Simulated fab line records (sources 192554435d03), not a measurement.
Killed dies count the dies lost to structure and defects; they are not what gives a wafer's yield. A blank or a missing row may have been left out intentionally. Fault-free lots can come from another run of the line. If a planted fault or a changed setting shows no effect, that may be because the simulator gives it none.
Matching of chambers ; flow n5Finfet ; 3 sister chambers for N5_FIN_SAQP_PECVD_48 on pecvd-01
The step deposits SiNx from SiH4/NH3/N2, target thk 25 nm, time 22.1 s. 20 wafers are shown with their chamber, then 10 later ones without.

== WAFERS WITH THEIR CHAMBER ==
wafer;chamber;throttleValvePct (%);showerheadPlenumPTorr (Torr);heaterPowerW (W)
L074.1;1;44.9;5.22;785
L074.2;2;38.9;5.21;846
L074.3;0;42.2;5.07;646
L074.4;1;45.0;5.21;767
L074.5;0;42.3;5.08;619
L074.6;2;38.8;5.20;825
L075.3;2;39.1;5.21;708
L075.4;1;44.8;5.21;781
L075.5;2;38.9;5.20;727
L078.1;0;41.9;5.06;605
L078.2;1;44.9;5.20;817
L078.3;2;39.2;5.21;816
L078.4;0;42.3;5.06;602
L078.5;2;39.1;5.20;827
L078.6;1;44.7;5.22;818
L080.1;1;44.8;5.22;822
L080.2;0;42.6;5.08;633
L080.6;0;42.1;5.07;638
L087.1;2;39.2;5.20;775
L087.5;0;42.2;5.06;630

SIGNATURES, as means of the wafers listed above
reading;chamber 0;chamber 1;chamber 2;scatter within a chamber
throttleValvePct;42.229;44.850;39.029;0.169
showerheadPlenumPTorr;5.0686;5.2133;5.2043;0.00763
heaterPowerW;624.71;798.33;789.14;35.8
Rule: a wafer's distance from a chamber is the root of the sum, over the readings, of the square of ((its reading less the chamber's mean) divided by the reading's scatter). If the next closest chamber is less than 2 further off than the closest, the wafer can't be placed; otherwise it belongs to the closest. The scatter: take each reading less its chamber's mean, square it, sum over the shown wafers, divide by the number of wafers less the number of chambers, and take the root.

== WAFERS WHOSE CHAMBER IS MISSING ==
wafer;throttleValvePct (%);showerheadPlenumPTorr (Torr);heaterPowerW (W)
L087.6;39.2;5.22;772
L093.4;44.9;5.22;819
L093.5;39.1;5.20;793
L093.6;42.3;5.07;607
L094.2;39.2;5.21;823
L094.4;39.4;5.21;837
L094.5;42.0;5.06;631
L095.1;42.4;5.07;565
L095.3;39.3;5.21;743
L095.6;39.3;5.22;729

== WHICH CHAMBER EACH ONE RAN IN ==
wafer;from the rows above;in truth
L087.6;2;2
L093.4;1;1
L093.5;2;2
L093.6;0;0
L094.2;2;2
L094.4;2;2
L094.5;0;0
L095.1;0;0
L095.3;2;2
L095.6;2;2
Placed correctly: 10 of 10. Not placeable from these rows: 0. Wrongly placed: 0.
